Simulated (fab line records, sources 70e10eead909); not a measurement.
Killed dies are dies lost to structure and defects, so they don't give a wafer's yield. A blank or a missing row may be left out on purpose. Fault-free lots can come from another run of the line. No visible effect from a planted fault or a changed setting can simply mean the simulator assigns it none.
Chamber matching    flow nand harc    pecvd-04 running NHARC_A_STAIRCASE_DEP_151: 3 sister chambers
The step deposits SiO2, target thk 7200 nm. 6 wafers are shown with their chamber, then 7 later ones without.

## WAFERS WITH THEIR CHAMBER
wafer   chamber  heater power w (W)
L081.4  1        693
L082.2  2        794
L082.4  0        637
L082.6  2        675
L090.1  1        835
L090.2  0        706

## WAFERS WITHOUT THEIR CHAMBER
wafer   heater power w (W)
L090.3  833
L092.1  714
L092.3  755
L092.5  677
L095.1  720
L095.4  673
L095.5  692

## CHAMBER TAKEN BY EACH
wafer   from the rows above           in truth
L090.3  can't be placed: 1 or 2 or 0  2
L092.1  can't be placed: 2 or 0 or 1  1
L092.3  can't be placed: 1 or 2 or 0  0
L092.5  can't be placed: 0 or 2 or 1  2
L095.1  can't be placed: 2 or 1 or 0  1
L095.4  can't be placed: 0 or 2 or 1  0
L095.5  can't be placed: 0 or 2 or 1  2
Correctly placed: 0 of 7. Unplaceable from these rows: 7, with the true chamber sitting among the candidates in 7. 0 placed wrongly.
How it was worked out, from the rows above alone: a wafer's distance from a chamber is the root of the sum, over the readings, of the square of ((its reading less the chamber's mean) divided by the reading's scatter). If the next closest chamber is less than 2 further off than the closest, the wafer can't be placed; otherwise it belongs to the closest. Each chamber's mean is taken over the wafers shown for it. The scatter is the square root of a quotient: the sum, over the shown wafers, of each reading's squared deviation from its chamber's mean, divided by wafers minus chambers.
